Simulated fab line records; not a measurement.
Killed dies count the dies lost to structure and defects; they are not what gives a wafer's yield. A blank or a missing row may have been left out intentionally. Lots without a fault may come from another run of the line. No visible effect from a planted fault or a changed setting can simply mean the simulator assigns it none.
3 desks, one fault	flow n5Finfet	what lay behind the numbers comes last; until then each desk has only its own

## AT THE METROLOGY DESK
Means of the sampled wafers that have a number, per lot and without regard to the tool the lot ran on: this is what the gauges read. Marked OUT: a lot whose mean sits more than 4 standard deviations from the usual mean, which makes it out of limits; the brackets give that distance.
Columns: A = cdNm at N5_SD_EPI_P_CD_MEAS_09, usual 240.2 nm; B = SD_P_BLK_OVL at N5_SD_EPI_P_OVL_MEAS_10, usual 0.1 nm
lot	first seen here	A	B
L759	day 3 15:32	239.3	0.3
L760	day 3 23:11	240.5	1.1
L762	day 4 07:18	240.5	0.3
L771	day 6 11:39	239.9	0.9
L776	day 7 17:46	240.5	0.6
L777	day 8 01:55	239.6	-0.5
L778	day 8 06:09	240.2	-1.2
This desk's verdict: no lot among the 7 shows anything out of limits.

## THE DEFECT DESK
Counts from the inspections along the route, per lot, as means over the sampled wafers that have a number. Marked OUT: a lot whose mean sits more than 4 standard deviations from the usual mean, which makes it out of limits; the brackets give that distance.
Columns: A = rawDefectCount at N5_SD_EPI_P_INSPECT_11, usual 1.9
lot	first seen here	A
L759	day 3 15:35	3.3
L760	day 3 23:14	4.7
L762	day 4 07:22	1.7
L771	day 6 11:42	3.0
L776	day 7 17:49	2.7
L777	day 8 01:58	3.0
L778	day 8 06:12	0.5
This desk's verdict: no lot among the 7 shows anything out of limits.

## THE TOOL OWNER'S DESK: rieSi-01
The tool's own readings at N5_SD_EPI_P_SD_RECESS_17 (chemistry HBr/Cl2/O2, target depth 39.1 nm, bt time 3 s): means of the sampled wafers that have a number, for each lot that ran on this tool. Marked OUT: a lot whose mean sits more than 4 standard deviations from the usual mean, which makes it out of limits; the brackets give that distance.
Columns: A = drypumpMotorCurrentA at N5_SD_EPI_P_SD_RECESS_17, usual 5.7 A; B = oesProductAu at N5_SD_EPI_P_SD_RECESS_17, usual 1.003 a.u.; C = throttleValvePct at N5_SD_EPI_P_SD_RECESS_17, usual 37.06 %
lot	first seen here	A	B	C
L759	day 3 17:37	6.2	0.993	36.78
L771	day 6 12:47	6.1	1.002	36.62
L777	day 8 02:41	5.8	1.004	37.25
L778	day 8 06:55	5.8	1.003	37.09
This desk's verdict: no lot among the 4 shows anything out of limits.

## TAKEN TOGETHER
Metrology desk: nothing out of limits seen.
The defect desk saw nothing out of limits.
The desk of the tool owner found nothing out of limits.

## WHAT HAD BEEN PUT IN BY THE SIMULATOR
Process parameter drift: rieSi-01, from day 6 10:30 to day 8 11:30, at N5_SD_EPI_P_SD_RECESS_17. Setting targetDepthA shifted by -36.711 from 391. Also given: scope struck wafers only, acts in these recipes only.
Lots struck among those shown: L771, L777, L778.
